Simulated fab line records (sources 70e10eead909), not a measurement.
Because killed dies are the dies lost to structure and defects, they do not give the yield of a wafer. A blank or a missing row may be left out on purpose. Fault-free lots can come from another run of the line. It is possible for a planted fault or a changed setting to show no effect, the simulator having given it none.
A struck lot beside a sound one -- flow nand harc -- 14 out of 1159 route steps
Sound: these wafers, L837.1, L837.2, L837.6. Struck: wafer L853.4 (left out: L853.2, a lot-mate that was not struck); the cause follows at the end.
For every step that has rows: the tool of each side, followed by ch and its chambers, followed by its first start. Under that, the readings that differ: sound wafers -- struck wafers -- difference of the means -- sigmas: that difference in standard deviations of wafers without a fault.
alike: readings whose means differ by less than 2 such deviations, and words and numbers that are the same on both sides. not compared: withheld readings, readings that some wafer has no value for, bounds like >300 that may hide the same value, and numbers for which the record gives no deviation and whose values overlap.
The two part at a step that has a row with sigmas, a row that says differs or no value, or rows on one side only. When numbers do not overlap yet have no deviation, they are printed without sigmas and do not part them. A reading missing from all wafers of one side parts the sides only when that side holds two or more wafers.

first, 9 steps without rows for these wafers: NHARC_A_STAIRCASE_DEHYDRATE_158 (time 120 s); NHARC_A_STAIRCASE_HMDS_159 (time 30 s); NHARC_A_STAIRCASE_COAT_160; NHARC_A_STAIRCASE_SOFTBAKE_161 (time 170 s); NHARC_A_STAIRCASE_EBR_162; NHARC_A_STAIRCASE_EXPOSE_163 (exposes mask STAIR OPEN); NHARC_A_STAIRCASE_PEB_164 (peb time 130 s); NHARC_A_STAIRCASE_DEVELOP_165 (time 140 s); NHARC_A_STAIRCASE_HARDBAKE_167 (time 140 s).
NHARC_A_STAIRCASE_DESCUM_168: chemistry O2, time 3 s.
  sound on rie diel-02 ch 0,1, day 10 19:11; struck on rie diel-04 ch 1, day 14 14:38
  alike: drypump motor current A, oes product au, rf vpp V, showerhead plenum p Torr, throttle valve pct
  not compared: rf hours counter h
NHARC_A_STAIRCASE_ETCH_169: etches the open film in CH3F/O2, target depth 50 nm, time 107.1 s.
  sound on rie diel-02 ch 0,2,3, day 10 19:17; struck on rie diel-04 ch 1, day 14 14:43
  alike: drypump motor current A, oes product au, rf vpp V, run length s, showerhead plenum p Torr, throttle valve pct
  not compared: rf hours counter h
NHARC_A_STAIRCASE_ETCH_170: etches the open film in C4F6/O2, target depth 200 nm, time 66.667 s.
  sound on rie diel-02 ch 1,2,3, day 10 19:24; struck on rie diel-04 ch 0, day 14 14:51
reading,sound,struck,difference,sigmas
run length s (s),87.9 89.0 87.1,91.1,+3.1,+7
  alike: drypump motor current A, oes product au, rf vpp V, showerhead plenum p Torr, throttle valve pct
  not compared: rf hours counter h
NHARC_A_STAIRCASE_STRIP_171: strips in O2.
  sound on plasma asher-02 ch 0,1, day 10 19:30; struck on plasma asher-02 ch 1, day 14 14:58
  alike: drypump motor current A, heater power w, rf refl power W
  not compared: rf hours counter h
-- the record jumps here: 9 days lie between the struck wafers' starts before and after (it left off in module A_STAIRCASE and takes up again in module END, whose first step shown is number 1159 of the route) --
NHARC_END_SORT_01:
  sound on prober-02 ch 0, day 19 03:17; struck on prober-02 ch 0, day 23 14:46
  alike: killed at array, killed at other, killed at periphery, killed dies, killed open, killed short

WHERE THEY PART
Only at NHARC_A_STAIRCASE_ETCH_170, as far as this record shows. Later steps at which nothing parts them and some readings are alike: NHARC_A_STAIRCASE_STRIP_171, NHARC_END_SORT_01.

WHY: whatever the simulator had introduced
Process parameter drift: rie diel-04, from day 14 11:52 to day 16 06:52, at NHARC_A_STAIRCASE_ETCH_170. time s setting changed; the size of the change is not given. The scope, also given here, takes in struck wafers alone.
